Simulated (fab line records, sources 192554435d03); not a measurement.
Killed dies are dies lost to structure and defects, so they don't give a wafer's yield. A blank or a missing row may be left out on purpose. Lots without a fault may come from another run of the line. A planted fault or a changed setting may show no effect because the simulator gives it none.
Problem report in the 8D (eight disciplines) form, filled by code | flow n5_finfet | the parts of the form that need people (team, actions taken, sign-off) are left out

1. THE PROBLEM
HMC_CMP_THK at N5_PMOS_HMC_CHANNEL_EPI_THK_MEAS_22 reads a mean of 59.2 nm on 1 wafer of 1 lot; wafers without a fault read 54.1 nm with a standard deviation of 0.86. That is +5.9 standard deviations from the usual mean.
First seen on wafer L654.3, day 5 09:15, on film_metro-02. The record holds 24 wafers of 8 lots with a number at this step. Rule for "out", or "out of limits": more than 4 standard deviations from the usual mean. The other wafers with a number count as sound.

2. WHAT IT IS AND WHAT IT IS NOT
question                    | is               | is not
which readings at this step | HMC_CMP_THK      | -
which lots                  | L654             | L642, L645, L647, L659, L661, L662, L663
which wafers of those lots  | L654.3           | L654.1, L654.4
read on which gauges        | film_metro-02    | film_metro-01
when                        | from day 5 09:15 | up to then (11 sound wafers); but 12 sound wafers of L659, L661, L662, L663 came after

3. SUSPECTS, AND WHAT RULES EACH OUT
Counting: a tool at a process step up to the reading stays a suspect if it ran every lot that is out. Sound lots after the first of them don't rule it out here, since some wafers of a struck lot are sound.
- the gauge at N5_PMOS_HMC_CHANNEL_EPI_THK_MEAS_22: ruled out. All the wafers that are out were read on film_metro-02, but those of them that N5_PMOS_HMC_CHANNEL_EPI_FIN_RECESS_16 has rows for are out there too, on other tools.
- rtp_anneal-02 at N5_WELL_APT_RTA_34 (time 10 s): kept. It ran the lot that is out, L654 (day 5 03:55); its last sound lot up to then is L642 (day 2 03:57).
- epi_rpcvd-03 at N5_WELL_APT_EPI_41 (deposits Si from SiH4/H2, target thk 50 nm, time 297.7 s): kept. It ran the lot that is out, L654 (day 5 04:10); its last sound lot up to then is L645 (day 2 23:17).
- rie_si-03 at N5_PMOS_HMC_CHANNEL_EPI_FIN_RECESS_16 (chemistry HBr/Cl2, target Si, target depth 54 nm, time 18 s): kept. It ran the lot that is out, L654 (day 5 06:31); its last sound lot up to then is L647 (day 3 11:53). Its own readings are out on those wafers: oes_product_au.
- Within rie_si-03 at N5_PMOS_HMC_CHANNEL_EPI_FIN_RECESS_16: the wafers that are out ran in chamber 0; their sound lot-mates ran in chambers 2, 3.
Left after counting: rtp_anneal-02 at N5_WELL_APT_RTA_34, epi_rpcvd-03 at N5_WELL_APT_EPI_41, rie_si-03 at N5_PMOS_HMC_CHANNEL_EPI_FIN_RECESS_16.

4. THE CAUSE (what the simulator had put in)
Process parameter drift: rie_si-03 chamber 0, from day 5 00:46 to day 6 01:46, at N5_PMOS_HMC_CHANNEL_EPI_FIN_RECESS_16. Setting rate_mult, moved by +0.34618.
Counting left 3 suspects, and this tool is among them.

5. THE CHAIN OF EFFECTS, in route order
Each row: a reading whose mean over the struck wafers that have a number lies more than 3 standard deviations from the usual. Only readings for which the record gives a usual standard deviation are gone through. hours: the time from each lot's start at the first step in this table that gives one to its start at this step, as a median over the lots. sigmas: the change in usual standard deviations.
hours | step                                  | reading        | usual       | on struck wafers | change | sigmas
0     | N5_PMOS_HMC_CHANNEL_EPI_FIN_RECESS_16 | oes_product_au | 1.002 a.u.  | 1.234            | +0.232 | +13
3     | N5_PMOS_HMC_CHANNEL_EPI_THK_MEAS_22   | HMC_CMP_THK    | 54.1 nm     | 59.2             | +5.1   | +5.9
157   | N5_BEOL_M4_RC_MEAS_101                | RS_NWELL       | 1037 ohm/sq | 1065             | +28    | +4.5
255   | N5_PASSIVATION_PROBE_49               | sort_n_pass    | 1076        | 0                | -1076  | -60
255   | N5_PASSIVATION_PROBE_49               | sort_yield_pct | 91.2 %      | 0.0              | -91.2  | -61
The process steps in it:
- N5_PMOS_HMC_CHANNEL_EPI_FIN_RECESS_16: chemistry HBr/Cl2, target Si, target depth 54 nm, time 18 s.
- N5_PASSIVATION_PROBE_49
Readings that are blank on the struck wafers while sound wafers have them: CJ_P at N5_BEOL_M4_RC_MEAS_101; DIBL_P at N5_BEOL_M4_RC_MEAS_101; EOT_P at N5_BEOL_M4_RC_MEAS_101; IGATE_P at N5_BEOL_M4_RC_MEAS_101; IOFF_P at N5_BEOL_M4_RC_MEAS_101; IOFF_P_85C at N5_BEOL_M4_RC_MEAS_101; IOFF_P_LIN at N5_BEOL_M4_RC_MEAS_101; IOFF_P_LONG at N5_BEOL_M4_RC_MEAS_101; and 9 more.

6. WHAT WOULD HAVE CAUGHT IT SOONER
In this record the first reading out of limits at a measuring or inspecting step was taken at day 5 09:15, 8 hours after the fault began at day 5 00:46.
The tool's own readings at N5_PMOS_HMC_CHANNEL_EPI_FIN_RECESS_16 were out on every struck wafer that the step has a row for (oes_product_au): an alarm limit on them would have fired on the first of those.
All the lots that are out (1) had begun N5_PMOS_HMC_CHANNEL_EPI_FIN_RECESS_16 on rie_si-03 by day 5 09:15. A hold on the tool at that time would have spared none of them.
